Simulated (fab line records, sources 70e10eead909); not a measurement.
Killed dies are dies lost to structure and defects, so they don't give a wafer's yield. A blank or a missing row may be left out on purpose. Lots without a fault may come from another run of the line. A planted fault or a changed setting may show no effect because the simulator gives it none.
A struck lot beside a sound one | flow nand_harc | 38 steps out of a route of 1159
Sound: wafers L890.2, L890.5, L890.6. Struck: wafer L906.3. (L906.1, L906.4 of the same lot were not struck and are left out.) The cause comes at the end.
At each step with rows: each side's tool, then ch and its chambers, then its first start. Under that, the readings that differ: sound wafers | struck wafers | difference of the means | sigmas: that difference in standard deviations of wafers without a fault.
alike: readings whose means differ by less than 2 such deviations, and words and numbers that are the same on both sides. not compared: withheld readings, readings that some wafer has no value for, bounds like >300 that may hide the same value, and numbers for which the record gives no deviation and whose values overlap.
The two part at a step that has a row with sigmas, a row that says differs or no value, or rows on one side only. Numbers that don't overlap but have no deviation are shown without sigmas and don't part them. A reading that every wafer of one side lacks parts them only if that side has two wafers or more.

first, 3 steps without rows for these wafers: NHARC_P_BONDPAD_HARDBAKE_10 (time 65 s); NHARC_P_BONDPAD_DESCUM_11 (chemistry O2, time 3 s); NHARC_P_BONDPAD_ETCH_37 (etches the open film in N2/H2, target depth 60 nm, overetch 18 nm, time 65.91 s).
NHARC_P_BONDPAD_ETCH_12: etches the open film in CHF3/O2, target depth 200 nm, time 100 s.
  sound on rie_diel-08 ch 0,3; struck on rie_diel-09 ch 2
  alike: drypump_motor_current_A, oes_product_au, rf_vpp_V, showerhead_plenum_p_Torr, throttle_valve_pct
  not compared: rf_hours_counter_h
NHARC_P_BONDPAD_CD_MEAS_13:
  sound on cd_sem-03, day 6 22:35; struck on cd_sem-01, day 10 20:52
  alike: cd_nm
then, 1 step without rows for these wafers: NHARC_P_BONDPAD_STRIP_15 (strips in O2).
NHARC_P_BONDPAD_ETCH_24: etches the open film in CF4/N2, target depth 30 nm, time 72.99 s.
  sound on rie_diel-08 ch 0,1,3; struck on rie_diel-08 ch 0
  alike: drypump_motor_current_A, oes_product_au, rf_vpp_V, showerhead_plenum_p_Torr, throttle_valve_pct
  not compared: rf_hours_counter_h
then, 3 steps without rows for these wafers: NHARC_P_BONDPAD_STRIP_16 (strips in post etch residue remover, time 600 s); NHARC_P_BONDPAD_DEGAS_25 (time 60 s); NHARC_P_BONDPAD_PRE_CLEAN_26 (time 30 s).
NHARC_P_BONDPAD_PVD_17: deposits TaN, target thk 5 nm, time 8.06 s.
  sound on pvd_sputter-01; struck on pvd_sputter-02
  alike: throttle_valve_pct
then, 1 step without rows for these wafers: NHARC_P_BONDPAD_PVD_27 (deposits Cu, target thk 30 nm, time 20.49 s).
NHARC_P_BONDPAD_ECD_18: material Cu, target thk 400 nm.
  sound on ecd_cu-02 ch 0,1, day 6 23:39; struck on ecd_cu-01 ch 0,1, day 10 22:20
then, 2 steps without rows for these wafers: NHARC_P_BONDPAD_ANNEAL_28 (time 90 s); NHARC_P_BONDPAD_CMP_19 (polishes, t overpolish 30 s, cu recess touch 16 s, target thk 160.81 nm).
NHARC_P_BONDPAD_THK_MEAS_20: measures by xrf.
  sound on film_metro-01, day 7 00:43; struck on film_metro-01, day 10 23:22
  alike: thk_nm
then, 1 step without rows for these wafers: NHARC_P_BONDPAD_SRD_21 (time 30 s, dry time 20 s).
NHARC_P_BONDPAD_ACTIVATE_29: chemistry N2, time 60 s.
  sound on rie_diel-08 ch 2,3, day 7 01:02; struck on rie_diel-08 ch 1, day 10 23:38
  alike: drypump_motor_current_A, oes_product_au, rf_vpp_V, showerhead_plenum_p_Torr
  not compared: rf_hours_counter_h
then, 13 steps without rows for these wafers: NHARC_P_BONDPAD_PRECLEAN_30 (cleans in DIW, time 300 s); NHARC_P_BONDPAD_SRD_31 (time 30 s, dry time 20 s); NHARC_A_ZERO_WELL_PRECLEAN_00 (cleans in SPM, time 600 s); NHARC_A_ZERO_WELL_SRD_01; NHARC_A_ZERO_WELL_DEHYDRATE_02 (time 120 s); NHARC_A_ZERO_WELL_HMDS_03 (time 30 s); NHARC_A_ZERO_WELL_COAT_18 (time 65 s); NHARC_A_ZERO_WELL_COAT_04 (resist thk 600 nm); NHARC_A_ZERO_WELL_SOFTBAKE_05 (time 70 s); NHARC_A_ZERO_WELL_EBR_06; NHARC_A_ZERO_WELL_EXPOSE_07 (exposes mask A ZERO); NHARC_A_ZERO_WELL_PEB_08 (peb time 80 s); NHARC_A_ZERO_WELL_DEVELOP_09 (time 50 s).
NHARC_A_ZERO_WELL_CD_MEAS_10: target cd 2000 nm.
  sound on cd_sem-02 ch 0, day 7 02:16; struck on cd_sem-03 ch 0, day 11 00:53
  alike: cd_nm
then, 3 steps without rows for these wafers: NHARC_A_ZERO_WELL_HARDBAKE_11 (time 65 s); NHARC_A_ZERO_WELL_DESCUM_12 (chemistry O2, time 3 s); NHARC_A_ZERO_WELL_ETCH_19 (etches the open film in N2/H2, target depth 80 nm, overetch 24 nm, time 87.88 s).
NHARC_A_ZERO_WELL_ETCH_13: etches the open film in HBr/Cl2, target depth 120 nm, time 40.1 s.
  sound on rie_si-06 ch 0,1,2, day 7 02:41; struck on rie_si-01 ch 0, day 11 01:14
  reading                | sound                | struck | difference | sigmas
  throttle_valve_pct (%) | 26.409 26.423 26.402 | 26.389 | -0.022     | -2
  alike: drypump_motor_current_A, oes_product_au
  not compared: rf_hours_counter_h
then, 1 step without rows for these wafers: NHARC_A_ZERO_WELL_STRIP_14 (strips in SPM, time 900 s).
-- the record jumps here: 16 days lie between the struck wafers' starts before and after (it left off in module A_ZERO_WELL and takes up again in module END, whose first step shown is number 1159 of the route) --
NHARC_END_SORT_01:
  sound on prober-02 ch 0, day 21 05:02; struck on prober-02 ch 0, day 26 15:31
  reading                  | sound          | struck | difference | sigmas
  defect_limited_yield (%) | 96.2 98.2 97.5 | 45.8   | -51.5      | -32
  killed_at_periphery      | 1 2 0          | 347    | +346       | +99 or more
  killed_dies              | 26 12 17       | 367    | +349       | +32
  sort_bin_2_pct (%)       | 1.3 0.3 0.4    | 18.9   | +18.2      | +28
  sort_bin_3_pct (%)       | 0 0.30 0.15    | 3.84   | +3.69      | +18
  sort_bin_4_pct (%)       | 2.5 1.2 1.9    | 31.5   | +29.6      | +27
  sort_n_pass              | 651 665 660    | 310    | -349       | -32
  sort_rim_yield_pct (%)   | 95.3 95.3 95.3 | 41.5   | -53.8      | -23
  sort_yield_pct (%)       | 96.2 98.2 97.5 | 45.8   | -51.5      | -32
  alike: killed_at_array, killed_at_other, killed_open, killed_short

WHERE THEY PART
First at NHARC_A_ZERO_WELL_ETCH_13; last, within this record, at NHARC_END_SORT_01.

WHY: what the simulator had put in
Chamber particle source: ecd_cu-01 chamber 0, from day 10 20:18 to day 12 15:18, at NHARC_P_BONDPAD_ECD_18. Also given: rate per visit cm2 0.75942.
